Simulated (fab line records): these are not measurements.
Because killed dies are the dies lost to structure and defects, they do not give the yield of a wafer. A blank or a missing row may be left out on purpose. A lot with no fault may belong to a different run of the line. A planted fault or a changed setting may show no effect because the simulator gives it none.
One fault seen from 2 desks + flow n5Finfet + what lay behind the numbers comes last; until then each desk has only its own

FOR THE TOOL OWNER'S DESK: rieMetal-02
The tool's own readings at N5_GATE_CUT_ETCH_56 (etches TiN in Cl2/Ar, target depth 21.6 nm): means of the sampled wafers that have a number, for each lot that ran on this tool. A lot is out of limits, marked OUT, if its mean lies more than 4 standard deviations from the usual mean; the brackets give that distance.
Columns: A = drypumpMotorCurrentA at N5_GATE_CUT_ETCH_56, usual 6.1 A; B = oesProductAu at N5_GATE_CUT_ETCH_56, usual 0.73 a.u.; C = throttleValvePct at N5_GATE_CUT_ETCH_56, usual 20.87 %
| lot  | first seen here | A   | B    | C     |
|------|-----------------|-----|------|-------|
| L815 | day 4 10:51     | 6.0 | 0.82 | 20.92 |
| L829 | day 7 20:17     | 5.9 | 0.79 | 20.95 |
| L832 | day 8 14:00     | 5.9 | 0.88 | 20.85 |
This desk's verdict: no lot among the 3 shows anything out of limits.

METROLOGY DESK
What the gauges read for every lot (on any tool): the sampled wafers with a number, averaged. A lot is out of limits, marked OUT, if its mean lies more than 4 standard deviations from the usual mean; the brackets give that distance. 7 of its 10 readings are shown, namely those furthest out on some lot.
Columns: A = DIBL_N at N5_BEOL_M4_RC_MEAS_101, usual 36.5 mV/V; B = DIBL_P at N5_BEOL_M4_RC_MEAS_101, usual 36.5 mV/V; C = IOFF_N at N5_BEOL_M4_RC_MEAS_101, usual 0.16 nA/um; D = IOFF_P at N5_BEOL_M4_RC_MEAS_101, usual 0.21 nA/um; E = SS_P at N5_BEOL_M4_RC_MEAS_101, usual 73.4 mV/dec; F = VT_N at N5_BEOL_M4_RC_MEAS_101, usual 250 mV; G = VT_P at N5_BEOL_M4_RC_MEAS_101, usual -250.5 mV
| lot  | first seen here | A    | B    | C    | D    | E    | F   | G      |
|------|-----------------|------|------|------|------|------|-----|--------|
| L815 | day 8 14:59     | 33.1 | 35.4 | 0.14 | 0.18 | 72.8 | 252 | -251.3 |
| L822 | day 10 07:19    | 37.3 | 37.4 | 0.16 | 0.21 | 73.2 | 250 | -249.6 |
| L824 | day 10 13:35    | 35.7 | 36.3 | 0.15 | 0.19 | 73.5 | 251 | -250.9 |
| L827 | day 11 17:28    | 38.8 | 37.4 | 0.21 | 0.26 | 74.4 | 245 | -248.0 |
| L829 | day 11 17:46    | 37.9 | 37.1 | 0.17 | 0.22 | 72.9 | 252 | -250.3 |
| L828 | day 11 19:24    | 37.0 | 37.1 | 0.18 | 0.22 | 73.3 | 249 | -249.4 |
| L833 | day 12 10:17    | 35.7 | 34.4 | 0.14 | 0.21 | 72.8 | 251 | -248.5 |
| L832 | day 12 16:20    | 36.5 | 34.8 | 0.15 | 0.19 | 73.4 | 251 | -252.2 |
| L837 | day 13 21:25    | 37.8 | 40.0 | 0.22 | 0.27 | 74.1 | 246 | -245.0 |
| L838 | day 14 20:04    | 38.7 | 40.7 | 0.21 | 0.22 | 74.7 | 248 | -250.4 |
This desk's verdict: no lot among the 10 shows anything out of limits.

ALL TOGETHER
The tool owner's desk saw nothing out of limits.
The metrology desk saw nothing out of limits.

WHAT WAS PUT IN BY THE SIMULATOR
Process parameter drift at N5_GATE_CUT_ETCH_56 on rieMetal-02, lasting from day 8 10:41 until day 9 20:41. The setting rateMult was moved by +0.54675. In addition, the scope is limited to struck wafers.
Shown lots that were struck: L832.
